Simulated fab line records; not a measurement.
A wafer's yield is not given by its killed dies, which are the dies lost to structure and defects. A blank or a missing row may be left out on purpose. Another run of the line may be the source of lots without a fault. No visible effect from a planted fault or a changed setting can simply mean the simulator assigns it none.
Matching of chambers || flow n5_finfet || N5_GATE_CUT_STRIP_59 on rie_diel-03: 4 sister chambers
The step strips in N2/H2, time 20 s. 16 wafers are shown with their chamber, then 8 later ones without.

WAFERS WITH THEIR CHAMBER
{"wafer": "L078.1", "chamber": 3, "showerhead_plenum_p_Torr (Torr)": 3.48, "drypump_motor_current_A (A)": 5.7, "oes_product_au (a.u.)": 0.70}
{"wafer": "L078.2", "chamber": 1, "showerhead_plenum_p_Torr (Torr)": 3.46, "drypump_motor_current_A (A)": 5.3, "oes_product_au (a.u.)": 0.67}
{"wafer": "L078.6", "chamber": 1, "showerhead_plenum_p_Torr (Torr)": 3.46, "drypump_motor_current_A (A)": 5.2, "oes_product_au (a.u.)": 0.67}
{"wafer": "L079.2", "chamber": 2, "showerhead_plenum_p_Torr (Torr)": 3.34, "drypump_motor_current_A (A)": 5.7, "oes_product_au (a.u.)": 0.69}
{"wafer": "L079.3", "chamber": 1, "showerhead_plenum_p_Torr (Torr)": 3.46, "drypump_motor_current_A (A)": 5.2, "oes_product_au (a.u.)": 0.67}
{"wafer": "L079.4", "chamber": 0, "showerhead_plenum_p_Torr (Torr)": 3.25, "drypump_motor_current_A (A)": 5.5, "oes_product_au (a.u.)": 0.75}
{"wafer": "L080.1", "chamber": 3, "showerhead_plenum_p_Torr (Torr)": 3.48, "drypump_motor_current_A (A)": 5.7, "oes_product_au (a.u.)": 0.70}
{"wafer": "L080.3", "chamber": 1, "showerhead_plenum_p_Torr (Torr)": 3.46, "drypump_motor_current_A (A)": 5.3, "oes_product_au (a.u.)": 0.68}
{"wafer": "L080.4", "chamber": 2, "showerhead_plenum_p_Torr (Torr)": 3.34, "drypump_motor_current_A (A)": 5.7, "oes_product_au (a.u.)": 0.70}
{"wafer": "L081.3", "chamber": 1, "showerhead_plenum_p_Torr (Torr)": 3.45, "drypump_motor_current_A (A)": 5.3, "oes_product_au (a.u.)": 0.66}
{"wafer": "L081.5", "chamber": 2, "showerhead_plenum_p_Torr (Torr)": 3.34, "drypump_motor_current_A (A)": 5.7, "oes_product_au (a.u.)": 0.69}
{"wafer": "L081.6", "chamber": 3, "showerhead_plenum_p_Torr (Torr)": 3.48, "drypump_motor_current_A (A)": 5.7, "oes_product_au (a.u.)": 0.69}
{"wafer": "L082.1", "chamber": 2, "showerhead_plenum_p_Torr (Torr)": 3.34, "drypump_motor_current_A (A)": 5.7, "oes_product_au (a.u.)": 0.70}
{"wafer": "L082.3", "chamber": 3, "showerhead_plenum_p_Torr (Torr)": 3.48, "drypump_motor_current_A (A)": 5.7, "oes_product_au (a.u.)": 0.69}
{"wafer": "L082.5", "chamber": 1, "showerhead_plenum_p_Torr (Torr)": 3.45, "drypump_motor_current_A (A)": 5.2, "oes_product_au (a.u.)": 0.66}
{"wafer": "L085.1", "chamber": 1, "showerhead_plenum_p_Torr (Torr)": 3.45, "drypump_motor_current_A (A)": 5.2, "oes_product_au (a.u.)": 0.66}

SIGNATURES (averages over the wafers above)
{"reading": "showerhead_plenum_p_Torr", "chamber 0": 3.2500, "chamber 1": 3.4557, "chamber 2": 3.3400, "chamber 3": 3.4800, "scatter within a chamber": 0.00378}
{"reading": "drypump_motor_current_A", "chamber 0": 5.500, "chamber 1": 5.243, "chamber 2": 5.700, "chamber 3": 5.700, "scatter within a chamber": 0.0378}
{"reading": "oes_product_au", "chamber 0": 0.7500, "chamber 1": 0.6671, "chamber 2": 0.6950, "chamber 3": 0.6950, "scatter within a chamber": 0.00673}
Rule: distance of a wafer from a chamber = root of the sum over the readings of ((wafer's reading minus chamber's mean) / reading's scatter) squared. The wafer belongs to the nearest chamber; if the next one is less than 2 further off, it can't be placed. The scatter: take each reading less its chamber's mean, square it, sum over the shown wafers, divide by the number of wafers less the number of chambers, and take the root.

WAFERS WITH NO CHAMBER GIVEN
{"wafer": "L085.3", "showerhead_plenum_p_Torr (Torr)": 3.47, "drypump_motor_current_A (A)": 5.6, "oes_product_au (a.u.)": 0.69}
{"wafer": "L085.6", "showerhead_plenum_p_Torr (Torr)": 3.45, "drypump_motor_current_A (A)": 5.3, "oes_product_au (a.u.)": 0.67}
{"wafer": "L087.1", "showerhead_plenum_p_Torr (Torr)": 3.24, "drypump_motor_current_A (A)": 5.4, "oes_product_au (a.u.)": 0.74}
{"wafer": "L087.2", "showerhead_plenum_p_Torr (Torr)": 3.47, "drypump_motor_current_A (A)": 5.7, "oes_product_au (a.u.)": 0.69}
{"wafer": "L087.5", "showerhead_plenum_p_Torr (Torr)": 3.33, "drypump_motor_current_A (A)": 5.7, "oes_product_au (a.u.)": 0.69}
{"wafer": "L094.1", "showerhead_plenum_p_Torr (Torr)": 3.44, "drypump_motor_current_A (A)": 5.2, "oes_product_au (a.u.)": 0.94}
{"wafer": "L094.4", "showerhead_plenum_p_Torr (Torr)": 3.23, "drypump_motor_current_A (A)": 5.5, "oes_product_au (a.u.)": 0.73}
{"wafer": "L094.5", "showerhead_plenum_p_Torr (Torr)": 3.44, "drypump_motor_current_A (A)": 5.2, "oes_product_au (a.u.)": 0.94}

WHICH CHAMBER EACH WENT THROUGH
{"wafer": "L085.3", "from the rows above": 3, "in truth": 3}
{"wafer": "L085.6", "from the rows above": 1, "in truth": 1}
{"wafer": "L087.1", "from the rows above": 0, "in truth": 0}
{"wafer": "L087.2", "from the rows above": 3, "in truth": 3}
{"wafer": "L087.5", "from the rows above": 2, "in truth": 2}
{"wafer": "L094.1", "from the rows above": "can't be placed: 3 or 1", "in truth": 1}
{"wafer": "L094.4", "from the rows above": 0, "in truth": 0}
{"wafer": "L094.5", "from the rows above": "can't be placed: 3 or 1", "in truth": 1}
6 of 8 placed correctly. From these rows, 2 cannot be placed; in 2 the true chamber is one of the candidates. Number placed wrongly: 0.
